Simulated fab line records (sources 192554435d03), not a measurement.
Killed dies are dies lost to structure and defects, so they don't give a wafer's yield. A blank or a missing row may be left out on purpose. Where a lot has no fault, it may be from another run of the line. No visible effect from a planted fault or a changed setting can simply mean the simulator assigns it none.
fab line records + flow n5Finfet
record
- lots=9
- wafers=27
- lastDay=17
route steps=1938 shown BEOL_M10@1511 BEOL_M11@1537 PASSIVATION@1936
lots untouched by any fault: they come from a run of this same line in which no faults occurred
startH: hours from the record's opening day to when the first of the lot's shown wafers began + waitH: time in hours since the lot's previous step + " identical to the entry in the row above + L1.1+2: several wafers, shown together as one row + - value missing, or start not given + * or withheld: withheld + < > ~ a bound
route shown NAME@n: a module of which the file shows steps, and the number in the route of the first + usual: the fault-free wafers' mean and standard deviation + same: alike in all rows + chamber/n: place in a boat + sites: each site's reading + _std_site: the standard deviation of these + _edge_site: outer sites' mean less inner sites' + radiusMm: for every site, how far away it sits from the centre of the wafer + mask NAME#n: copy n + behind: the last tool/chamber to shape the wafer + hold: why the lot went on hold/how many hours it stayed there/how the hold came to an end + device: the n, p or np transistor that did not switch + end of line: the tests these same wafers got at the end of their route + a step given without rows: its recipe and nothing more + killed: dies lost to structure and defects at the first sort, not the wafer's yield + map: per-die view of a wafer (x killed, . not killed, _ where there is no die)
set.NAME: the run value of the setting; set.NAME@STEP: its run value at that earlier step + model.NAME: the simulator's own value behind a step, which no gauge read
the route's steps for a sample of lots (tables are steps, rows are wafers)
services: when a tool's chamber went out of use (startH, in hours from the record's first day, below 0 if earlier), for how many hours, and the reason
## steps
# step N5_BEOL_M10_STRIP_36
# recipe
- chemistry=N2/H2
- powerW=450
- tempC=40
- pressureMtorr=20
- rfFrequencyHz=6e+07
- overashFraction=0.3
- biasPowerW=7
- h2Frac=0.5
- n2FlowSccm=200
- h2FlowSccm=200
# usual
- drypumpMotorCurrentA=5.7/0.52
- oesProductAu=0.80/0.09
- rfVppV=59.1/1.8
- showerheadPlenumPTorr=2.55/0.082
- tempC=40.00/0.12
- throttleValvePct=23.63/0.19
| lot.wafer | tool       | chamber | startH | waitH | drypumpMotorCurrentA | oesProductAu | rfHoursCounterH | rfVppV | showerheadPlenumPTorr | tempC | throttleValvePct |
|-----------|------------|---------|--------|-------|----------------------|--------------|-----------------|--------|-----------------------|-------|------------------|
| L963.1    | rieDiel-01 | 0       | 225.44 | 0.0   | 5.4                  | 0.91         | 26              | 60.5   | 2.60                  | 40.05 | 23.96            |
| L963.2    | "          | 1       | "      | "     | 4.9                  | 0.87         | 40              | 62.9   | 2.48                  | 40.16 | 23.45            |
| L963.3    | "          | 3       | "      | "     | 5.8                  | 0.89         | 48              | 56.6   | 2.59                  | 39.98 | 23.49            |
| L965.1    | rieDiel-06 | 1       | 229.08 | 0.0   | 5.4                  | 0.68         | 248             | 58.4   | 2.50                  | 39.91 | 23.71            |
| L965.2    | "          | 3       | "      | "     | 6.8                  | 0.72         | 188             | 61.2   | 2.63                  | 39.83 | 23.52            |
| L965.4    | "          | 0       | "      | "     | 5.5                  | 0.74         | 158             | 58.8   | 2.64                  | 40.01 | 23.75            |
| L966.1    | rieDiel-04 | 2       | 232.05 | 0.0   | 6.6                  | 0.90         | 32              | 57.3   | 2.71                  | 40.07 | 23.78            |
| L966.5    | "          | 3       | "      | "     | 5.7                  | 0.73         | -               | 57.5   | 2.40                  | 39.98 | 23.44            |
| L966.6    | "          | 2       | "      | "     | 6.5                  | 0.91         | -               | 56.2   | 2.71                  | 40.07 | 23.78            |
| L972.1    | rieDiel-06 | 0       | 276.09 | 0.0   | 5.5                  | 0.73         | 177             | 59.7   | 2.63                  | 40.16 | 23.79            |
| L972.3    | "          | 0       | "      | "     | 5.5                  | 0.72         | -               | 58.7   | 2.63                  | 40.23 | 23.76            |
| L972.5    | "          | 0       | "      | "     | 5.5                  | 0.75         | -               | 59.4   | 2.63                  | 39.98 | 23.75            |
| L974.3    | rieDiel-04 | 2       | 287.06 | 0.0   | 6.5                  | 0.85         | 53              | 58.2   | 2.70                  | 40.05 | 23.81            |
| L974.4    | "          | 0       | "      | "     | 5.6                  | 0.90         | -               | 60.1   | 2.49                  | 40.09 | 23.82            |
| L974.5    | "          | 3       | "      | "     | 5.6                  | 0.71         | -               | 58.5   | 2.40                  | 40.06 | 23.50            |
| L976.3    | rieDiel-06 | 2       | 294.66 | 0.0   | 5.4                  | 0.85         | 46              | 60.6   | 2.48                  | 39.96 | 23.43            |
| L976.5    | "          | 3       | "      | "     | 6.8                  | 0.71         | -               | 56.2   | 2.62                  | 40.13 | 23.52            |
| L976.6    | "          | 2       | "      | "     | 5.4                  | 0.86         | -               | 57.7   | 2.48                  | 39.96 | 23.37            |
| L981.1    | rieDiel-06 | 2       | 329.95 | 0.0   | 5.4                  | 0.84         | 63              | 60.6   | 2.47                  | 40.21 | 23.45            |
| L981.2    | "          | 3       | "      | "     | 6.8                  | 0.70         | 230             | 58.4   | 2.61                  | 40.00 | 23.56            |
| L981.3    | "          | 1       | "      | "     | 5.4                  | 0.94         | 7               | 58.6   | 2.49                  | 40.09 | 23.26            |
| L985.2    | rieDiel-01 | 0       | 352.36 | 0.0   | 5.3                  | 0.85         | 71              | 60.1   | 2.58                  | 40.01 | 24.01            |
| L985.4    | "          | 2       | "      | "     | 5.5                  | 0.70         | 239             | 59.4   | 2.50                  | 40.02 | 23.60            |
| L985.6    | "          | 0       | "      | "     | 5.4                  | 0.85         | -               | 57.5   | 2.58                  | 40.14 | 24.00            |
| L984.1    | rieDiel-04 | 3       | 358.95 | 0.0   | 5.6                  | 0.96         | 3               | 60.0   | 2.71                  | 39.98 | 23.11            |
| L984.4    | "          | 1       | "      | "     | 5.6                  | 0.89         | 23              | 56.5   | 2.49                  | 39.96 | 23.63            |
| L984.6    | "          | 1       | "      | "     | 5.6                  | 0.89         | -               | 59.0   | 2.49                  | 40.16 | 23.65            |
# step N5_BEOL_M11_CURE_71
# recipe
- tempC=385
- timeS=240
- ambient=He/Ar
- material=SiCOH_lowk
# usual
- lampPowerPct=52.31/0.056
- wafer_temp_C_max=386.9/0.63
# same
- timeS=240
| lot.wafer | tool      | chamber | startH | waitH | lampPowerPct | wafer_temp_C_max |
|-----------|-----------|---------|--------|-------|--------------|------------------|
| L963.1    | uvCure-03 | 1       | 228.96 | 0.0   | 52.34        | 386.0            |
| L963.2    | "         | 1       | "      | "     | 52.26        | 386.8            |
| L963.3    | "         | 1       | "      | "     | 52.24        | 386.2            |
| L965.1    | uvCure-03 | 0       | 233.56 | 0.0   | 52.33        | 386.9            |
| L965.2    | "         | 0       | "      | "     | 52.25        | 386.5            |
| L965.4    | "         | 0       | "      | "     | 52.25        | 387.1            |
| L966.1    | uvCure-02 | 2       | 235.01 | 0.0   | 52.41        | 388.0            |
| L966.5    | "         | 2       | "      | "     | 52.30        | 388.7            |
| L966.6    | "         | 2       | "      | "     | 52.32        | 387.8            |
| L972.1    | uvCure-01 | 1       | 278.84 | 0.0   | 52.23        | 386.4            |
| L972.3    | "         | 1       | "      | "     | 52.29        | 386.8            |
| L972.5    | "         | 1       | "      | "     | 52.28        | 386.7            |
| L974.3    | uvCure-03 | 2       | 290.49 | 0.4   | 52.24        | 386.4            |
| L974.4    | "         | 2       | "      | "     | 52.26        | 386.9            |
| L974.5    | "         | 2       | "      | "     | 52.42        | 386.3            |
| L976.3    | uvCure-02 | 0       | 298.16 | 0.2   | 52.33        | 387.1            |
| L976.5    | "         | 0       | "      | "     | 52.24        | 387.3            |
| L976.6    | "         | 0       | "      | "     | 52.26        | 387.0            |
| L981.1    | uvCure-01 | 0       | 335.00 | 0.0   | 52.30        | 386.5            |
| L981.2    | "         | 0       | "      | "     | 52.39        | 386.7            |
| L981.3    | "         | 0       | "      | "     | 52.31        | 386.5            |
| L985.2    | uvCure-02 | 2       | 355.36 | 0.2   | 52.32        | 388.5            |
| L985.4    | "         | 2       | "      | "     | 52.32        | 387.5            |
| L985.6    | "         | 2       | "      | "     | 52.30        | 387.3            |
| L984.1    | uvCure-03 | 2       | 361.42 | 0.0   | 52.28        | 386.5            |
| L984.4    | "         | 2       | "      | "     | 52.28        | 386.2            |
| L984.6    | "         | 2       | "      | "     | 52.27        | 386.5            |
# step N5_BEOL_M11_COAT_60
# recipe
- resist=SiARC
- tempC=220
- timeS=60
- spinRpm=1500
- resistThkNm=30
# usual
- dispensePressureKPa=47.5/2.8
- spinSpeedRpm=1500.1/1.2
# same
- timeS=60
| lot.wafer | tool          | chamber | startH | waitH | dispensePressureKPa | spinSpeedRpm |
|-----------|---------------|---------|--------|-------|---------------------|--------------|
| L963.1    | lithoTrack-02 | 0       | 230.19 | -     | 45.4                | 1497.5       |
| L963.2    | "             | 0       | "      | "     | 45.4                | 1499.4       |
| L963.3    | "             | 0       | "      | "     | 45.3                | 1498.9       |
| L965.1    | lithoTrack-04 | 0       | 235.91 | -     | 47.7                | 1500.0       |
| L965.2    | "             | 0       | "      | "     | 47.7                | 1500.0       |
| L965.4    | "             | 0       | "      | "     | 47.7                | 1500.3       |
| L966.1    | lithoTrack-04 | 0       | 236.47 | -     | 47.7                | 1498.7       |
| L966.5    | "             | 0       | "      | "     | 47.7                | 1501.1       |
| L966.6    | "             | 0       | "      | "     | 47.7                | 1499.3       |
| L972.1    | lithoTrack-02 | 0       | 280.31 | -     | 45.4                | 1501.3       |
| L972.3    | "             | 0       | "      | "     | 45.4                | 1501.8       |
| L972.5    | "             | 0       | "      | "     | 45.4                | 1501.4       |
| L974.3    | lithoTrack-02 | 0       | 291.71 | -     | 45.4                | 1265.9       |
| L974.4    | "             | 0       | "      | "     | 45.4                | 1265.7       |
| L974.5    | "             | 0       | "      | "     | 45.4                | 1265.5       |
| L976.3    | lithoTrack-02 | 0       | 299.52 | -     | 45.4                | 1263.8       |
| L976.5    | "             | 0       | "      | "     | 45.4                | 1263.8       |
| L976.6    | "             | 0       | "      | "     | 45.4                | 1264.8       |
| L981.1    | lithoTrack-04 | 0       | 336.58 | -     | 47.7                | 1500.9       |
| L981.2    | "             | 0       | "      | "     | 47.7                | 1500.6       |
| L981.3    | "             | 0       | "      | "     | 47.7                | 1500.1       |
| L985.2    | lithoTrack-04 | 0       | 356.58 | -     | 47.7                | 1500.0       |
| L985.4    | "             | 0       | "      | "     | 47.7                | 1498.7       |
| L985.6    | "             | 0       | "      | "     | 47.7                | 1499.8       |
| L984.1    | lithoTrack-01 | 0       | 365.22 | -     | 52.1                | 1499.9       |
| L984.4    | "             | 0       | "      | "     | 52.1                | 1501.2       |
| L984.6    | "             | 0       | "      | "     | 52.0                | 1502.1       |
# step N5_BEOL_M11_ETCH_61
# recipe
- chemistry=CF4
- target=SiARC
- targetDepthA=390
- maskMaterial=CAR-ArF
- timeS=65
- ionEnergyEv=80
- pressureMtorr=40
- sourceW=545
- biasW=36
- Ar_flow_sccm=100
- cf4FlowSccm=100
- ends=cleared
# usual
- drypumpMotorCurrentA=5.6/0.47
- etchRfOnTimeS=64.6/0.95
- mfcArSccm=100.02/0.27
- oesProductAu=0.68/0.078
- rfFwdPowerW=539.0/2.4
- rfVppV=184.1/1.2
- showerheadPlenumPTorr=2.15/0.069
- throttleValvePct=15.57/0.22
| lot.wafer | tool       | chamber | startH | waitH | drypumpMotorCurrentA | etchRfOnTimeS | mfcArSccm | oesProductAu | rfFwdPowerW | rfHoursCounterH | rfVppV | showerheadPlenumPTorr | throttleValvePct |
|-----------|------------|---------|--------|-------|----------------------|---------------|-----------|--------------|-------------|-----------------|--------|-----------------------|------------------|
| L963.1    | rieDiel-03 | 0       | 230.68 | 0.0   | 5.6                  | 64.3          | 99.62     | 0.68         | 537.7       | 110             | 183.3  | 2.15                  | 15.50            |
| L963.2    | "          | 3       | "      | "     | 5.4                  | 65.4          | 99.64     | 0.59         | 540.0       | 209             | 184.2  | 2.13                  | 15.67            |
| L963.3    | "          | 1       | "      | "     | 5.4                  | 63.9          | 100.28    | 0.68         | 536.4       | 120             | 184.1  | 2.15                  | 15.50            |
| L965.1    | rieDiel-02 | 2       | 236.40 | 0.0   | 5.2                  | 64.0          | 100.35    | 0.65         | 544.9       | 179             | 184.5  | 2.13                  | 15.75            |
| L965.2    | "          | 1       | "      | "     | 5.4                  | 64.8          | 100.53    | 0.72         | 538.4       | 52              | 184.9  | 2.17                  | 15.31            |
| L965.4    | "          | 3       | "      | "     | 5.8                  | 65.3          | 100.09    | 0.62         | 538.1       | 191             | 185.3  | 2.22                  | 15.72            |
| L966.1    | rieDiel-03 | 3       | 236.83 | 0.0   | 5.4                  | 64.7          | 100.16    | 0.59         | 543.1       | 211             | 184.0  | 2.12                  | 15.69            |
| L966.5    | "          | 3       | "      | "     | 5.4                  | 64.1          | 100.34    | 0.60         | 543.3       | -               | 184.2  | 2.12                  | 15.69            |
| L966.6    | "          | 2       | "      | "     | 4.8                  | 62.8          | 99.91     | 0.79         | 537.7       | -               | 185.3  | 2.19                  | 15.47            |
| L972.1    | rieDiel-03 | 2       | 280.80 | 0.0   | 4.8                  | 62.9          | 99.69     | 0.77         | 536.0       | 36              | 185.7  | 2.18                  | 15.50            |
| L972.3    | "          | 0       | "      | "     | 5.5                  | 64.2          | 100.19    | 0.67         | 540.3       | 132             | 184.7  | 2.14                  | 15.52            |
| L972.5    | "          | 2       | "      | "     | 4.8                  | 62.9          | 99.71     | 0.77         | 534.6       | -               | 184.7  | 2.18                  | 15.52            |
| L974.3    | rieDiel-03 | 0       | 292.08 | 0.0   | 5.6                  | 70.9          | 99.60     | 0.65         | 542.7       | 136             | 184.6  | 2.14                  | 15.53            |
| L974.4    | "          | 1       | "      | "     | 5.4                  | 70.3          | 99.77     | 0.66         | 534.8       | 143             | 183.6  | 2.15                  | 15.54            |
| L974.5    | "          | 3       | "      | "     | 5.4                  | 70.9          | 100.00    | 0.58         | 538.6       | -               | 184.0  | 2.12                  | 15.73            |
| L976.3    | rieDiel-05 | 0       | 300.01 | 0.0   | 6.5                  | 69.6          | 100.55    | 0.80         | 537.3       | 18              | 183.5  | 2.10                  | 15.58            |
| L976.5    | "          | 0       | "      | "     | 6.5                  | 69.8          | 100.40    | 0.81         | 536.9       | -               | 183.1  | 2.11                  | 15.59            |
| L976.6    | "          | 3       | "      | "     | 5.5                  | 70.0          | 99.96     | 0.61         | 543.9       | -               | 182.8  | 2.04                  | 15.82            |
| L981.1    | rieDiel-02 | 2       | 337.07 | 0.0   | 5.2                  | 63.8          | 100.20    | 0.63         | 540.9       | 203             | 183.6  | 2.12                  | 15.82            |
| L981.2    | "          | 0       | "      | "     | 5.9                  | 66.2          | 99.73     | 0.72         | 539.1       | 73              | 187.0  | 2.25                  | 15.15            |
| L981.3    | "          | 3       | "      | "     | 5.8                  | 65.0          | 100.23    | 0.61         | 538.3       | 213             | 184.3  | 2.21                  | 15.77            |
| L985.2    | rieDiel-05 | 0       | 357.45 | 0.0   | 6.5                  | 63.8          | 100.04    | 0.78         | 538.0       | 36              | 182.9  | 2.10                  | 15.63            |
| L985.4    | "          | 3       | "      | "     | 5.5                  | 64.7          | 100.09    | 0.60         | 538.1       | 229             | 184.2  | 2.03                  | 15.87            |
| L985.6    | "          | 2       | "      | "     | 6.4                  | 63.9          | 100.48    | 0.78         | 539.2       | -               | 185.8  | 2.27                  | 15.49            |
| L984.1    | rieDiel-05 | 2       | 365.58 | 0.0   | 6.3                  | 63.7          | 99.75     | 0.78         | 540.2       | 22              | 185.8  | 2.27                  | 15.52            |
| L984.4    | "          | 0       | "      | "     | 6.4                  | 63.9          | 100.06    | 0.77         | 535.5       | 39              | 182.8  | 2.10                  | 15.63            |
| L984.6    | "          | 2       | "      | "     | 6.3                  | 64.0          | 100.15    | 0.78         | 537.3       | -               | 185.0  | 2.27                  | 15.54            |
# step N5_BEOL_M11_ETCH_62
# recipe
- chemistry=N2/H2
- target=SOC
- targetDepthA=1100
- overetchA=220
- maskMaterial=SiARC
- tempC=40
- timeS=165
- ionEnergyEv=200
- pressureMtorr=30
- sourceW=840
- biasW=150
- n2FlowSccm=200
- h2FlowSccm=200
# usual
- drypumpMotorCurrentA=5.6/0.47
- oesProductAu=0.67/0.074
- rfFwdPowerW=837.7/2.8
- rfVppV=524.2/2.5
- showerheadPlenumPTorr=2.56/0.086
- tempC=39.99/0.11
- throttleValvePct=17.76/0.24
# same
- timeS=165
| lot.wafer | tool       | chamber | startH | waitH | drypumpMotorCurrentA | oesProductAu | rfFwdPowerW | rfHoursCounterH | rfVppV | showerheadPlenumPTorr | tempC | throttleValvePct |
|-----------|------------|---------|--------|-------|----------------------|--------------|-------------|-----------------|--------|-----------------------|-------|------------------|
| L963.1    | rieDiel-03 | 0       | 230.73 | 0.0   | 5.6                  | 0.68         | 837.9       | 110             | 523.2  | 2.56                  | 40.01 | 17.79            |
| L963.2    | "          | 3       | "      | "     | 5.3                  | 0.60         | 839.5       | 209             | 523.9  | 2.51                  | 40.10 | 17.81            |
| L963.3    | "          | 1       | "      | "     | 5.4                  | 0.68         | 834.4       | 120             | 524.0  | 2.55                  | 40.10 | 17.61            |
| L965.1    | rieDiel-02 | 2       | 236.45 | 0.0   | 5.2                  | 0.64         | 839.3       | 179             | 523.6  | 2.53                  | 40.01 | 18.02            |
| L965.2    | "          | 1       | "      | "     | 5.4                  | 0.71         | 837.7       | 52              | 525.0  | 2.58                  | 39.92 | 17.59            |
| L965.4    | "          | 3       | "      | "     | 5.8                  | 0.62         | 834.5       | 191             | 526.0  | 2.62                  | 39.95 | 17.73            |
| L966.1    | rieDiel-03 | 3       | 236.88 | 0.0   | 5.3                  | 0.59         | 841.0       | 211             | 523.4  | 2.51                  | 39.76 | 17.83            |
| L966.5    | "          | 3       | "      | "     | 5.4                  | 0.59         | 837.1       | -               | 521.7  | 2.51                  | 39.69 | 17.84            |
| L966.6    | "          | 2       | "      | "     | 4.9                  | 0.76         | 837.9       | -               | 524.2  | 2.60                  | 40.00 | 17.70            |
| L972.1    | rieDiel-03 | 2       | 280.85 | 0.0   | 4.8                  | 0.75         | 832.4       | 36              | 526.0  | 2.59                  | 39.97 | 17.70            |
| L972.3    | "          | 0       | "      | "     | 5.5                  | 0.65         | 838.6       | 132             | 524.7  | 2.55                  | 40.09 | 17.83            |
| L972.5    | "          | 2       | "      | "     | 4.8                  | 0.75         | 833.1       | -               | 525.0  | 2.59                  | 39.88 | 17.72            |
| L974.3    | rieDiel-03 | 0       | 292.13 | 0.0   | 5.5                  | 0.66         | 841.3       | 136             | 525.1  | 2.55                  | 39.94 | 17.84            |
| L974.4    | "          | 1       | "      | "     | 5.5                  | 0.66         | 833.9       | 143             | 525.1  | 2.54                  | 39.79 | 17.67            |
| L974.5    | "          | 3       | "      | "     | 5.4                  | 0.58         | 842.4       | -               | 523.4  | 2.50                  | 39.83 | 17.87            |
| L976.3    | rieDiel-05 | 0       | 300.06 | 0.0   | 6.5                  | 0.79         | 836.7       | 18              | 523.3  | 2.49                  | 40.03 | 17.79            |
| L976.5    | "          | 0       | "      | "     | 6.5                  | 0.78         | 836.9       | -               | 523.6  | 2.49                  | 40.00 | 17.79            |
| L976.6    | "          | 3       | "      | "     | 5.5                  | 0.60         | 836.0       | -               | 519.2  | 2.42                  | 40.02 | 18.03            |
| L981.1    | rieDiel-02 | 2       | 337.12 | 0.0   | 5.2                  | 0.63         | 834.0       | 203             | 524.4  | 2.52                  | 39.82 | 18.08            |
| L981.2    | "          | 0       | "      | "     | 5.9                  | 0.71         | 839.0       | 73              | 528.4  | 2.67                  | 40.00 | 17.25            |
| L981.3    | "          | 3       | "      | "     | 5.8                  | 0.61         | 837.9       | 213             | 526.4  | 2.61                  | 39.95 | 17.77            |
| L985.2    | rieDiel-05 | 0       | 357.50 | 0.0   | 6.4                  | 0.75         | 837.7       | 36              | 521.7  | 2.48                  | 40.03 | 17.81            |
| L985.4    | "          | 3       | "      | "     | 5.5                  | 0.60         | 842.6       | 229             | 519.9  | 2.41                  | 39.90 | 18.05            |
| L985.6    | "          | 2       | "      | "     | 6.4                  | 0.76         | 835.8       | -               | 528.2  | 2.71                  | 40.07 | 17.80            |
| L984.1    | rieDiel-05 | 2       | 365.63 | 0.0   | 6.4                  | 0.77         | 833.0       | 22              | 528.9  | 2.71                  | 40.11 | 17.80            |
| L984.4    | "          | 0       | "      | "     | 6.5                  | 0.77         | 840.2       | 39              | 522.3  | 2.48                  | 40.11 | 17.84            |
| L984.6    | "          | 2       | "      | "     | 6.4                  | 0.76         | 832.6       | -               | 528.5  | 2.71                  | 40.09 | 17.79            |
# step N5_PASSIVATION_PROBE_49
# usual
- defectLimitedYield=91.5/1.4
- killed_at_M0_to_M3=33/10
- killed_at_M4_up=13/5
- killedAtContacts=13/5.6
- killedAtFrontEnd=38/12
- killedAtOther=3.9/2.7
- killedDies=100/16
- killedOpen=66/13
- killedShort=32/7.2
- sort_bin_5_function=5.0/0.97
- sort_bin_6_memory=3.2/0.61
- sortNPass=1080/16
- sortYieldPct=91.5/1.4
# same
- grossDies=1180
- killedAtBackSide=0
- sort_bin_4_leakage[%]=0
- sort_bin_8_speed[%]=0
| lot.wafer | tool      | chamber | startH | waitH | defectLimitedYield[%] | killed_at_M0_to_M3 | killed_at_M4_up | killedAtContacts | killedAtFrontEnd | killedAtOther | killedDies | killedOpen | killedShort | sort_bin_5_function[%] | sort_bin_6_memory[%] | sortNPass | sortYieldPct[%] |
|-----------|-----------|---------|--------|-------|-----------------------|--------------------|-----------------|------------------|------------------|---------------|------------|------------|-------------|------------------------|----------------------|-----------|-----------------|
| L981.2    | prober-01 | -       | 382.85 | 0.1   | 89.2                  | 27                 | 11              | 14               | 69               | 6             | 127        | 87         | 31          | 6.7                    | 3.2                  | 1053      | 89.2            |
| L981.3    | prober-01 | -       | 382.90 | 0.1   | 90.6                  | 30                 | 14              | 14               | 47               | 6             | 111        | 82         | 29          | 5.4                    | 3.6                  | 1069      | 90.6            |
# killed by level:class
L981.2 STI_FIN_REVEAL:geometricParticle:open=24 FIN_SAQP:geometricParticle:open=12 MOL_CONTACT_COAG:geometricParticle:open=10 BEOL_M1:geometricParticle:open=7 HKMG_FIN:areaEtch=7 DUMMY_GATE:geometricParticle:open=5 GATE_CUT:geometricParticle:open=5 BEOL_M0_SAQP:geometricParticle:short=5
L981.3 STI_FIN_REVEAL:geometricParticle:open=24 MOL_CONTACT_COAG:geometricParticle:open=12 BEOL_M4:geometricParticle:open=9 BEOL_M0_SAQP:geometricParticle:open=6 BEOL_M1:geometricParticle:open=6 BEOL_M0_SAQP:geometricParticle:short=5 GATE_CUT:geometricParticle:short=4 BEOL_M2:geometricParticle:short=4
## services
| tool       | chamber | startH | hours | kind                        |
|------------|---------|--------|-------|-----------------------------|
| uvCure-02  | -       | 203.98 | 4.5   | repair                      |
| rieDiel-05 | 0       | 215.24 | 3.8   | repair                      |
| rieDiel-04 | 1       | 217.32 | 5.2   | repair                      |
| rieDiel-05 | 0       | 241.21 | -     | clean                       |
| uvCure-03  | -       | 241.21 | 7.5   | pm                          |
| rieDiel-06 | 1       | 242.35 | 55.8  | repair                      |
| rieDiel-02 | -       | 243.38 | 28.1  | pm                          |
| rieDiel-05 | -       | 253.86 | 0.2   | repair                      |
| rieDiel-04 | 0       | 265.68 | 8.2   | repair                      |
| uvCure-01  | -       | 271.31 | 6.6   | repair                      |
| rieDiel-06 | 2       | 272.24 | 7.4   | repair                      |
| uvCure-01  | -       | 287.85 | 6.0   | pm                          |
| rieDiel-02 | 3       | 290.29 | 7.6   | repair                      |
| rieDiel-02 | 1       | 297.44 | 11.5  | repair                      |
| uvCure-02  | -       | 301.07 | 24.9  | pm                          |
| rieDiel-04 | 2       | 302.97 | 9.8   | repair                      |
| rieDiel-03 | 0       | 312.23 | 12.7  | repair                      |
| uvCure-02  | -       | 342.38 | 0.3   | repair                      |
| rieDiel-03 | 3       | 348.85 | -     | clean                       |
| rieDiel-03 | 3       | 348.85 | -     | consumableReplace:focusRing |
| rieDiel-03 | 3       | 348.85 | 13.8  | scheduledDown               |
| rieDiel-03 | 3       | 348.85 | 13.8  | ventCycle                   |
| uvCure-03  | -       | 357.34 | 1.4   | repair                      |
| rieDiel-04 | 3       | 365.39 | 33.5  | repair                      |
## key
firstSign
- step=N5_BEOL_M11_COAT_60
- reading=spinSpeedRpm
- direction=down
- sigmas=99+
- usual=*
- struck=*
effect
- step=N5_BEOL_M11_ETCH_61
- reading=etchRfOnTimeS
- direction=up
- sigmas=5.9
- usual=*
- struck=*
metAt N5_BEOL_M11_COAT_60
struckLots L974,L976
notActingAt N5_BEOL_M10_STRIP_36,N5_BEOL_M11_CURE_71,N5_BEOL_M11_ETCH_62
onsetBetween 280.31 291.71
fault
- kind=processParameterDrift
- tool=lithoTrack-02
- chamber=-
- onsetH=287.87
- steps=N5_BEOL_M11_COAT_60
- channel=spinRpm
- offset=*
- shape=step
- endH=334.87
- actsIn=*
- stated=*
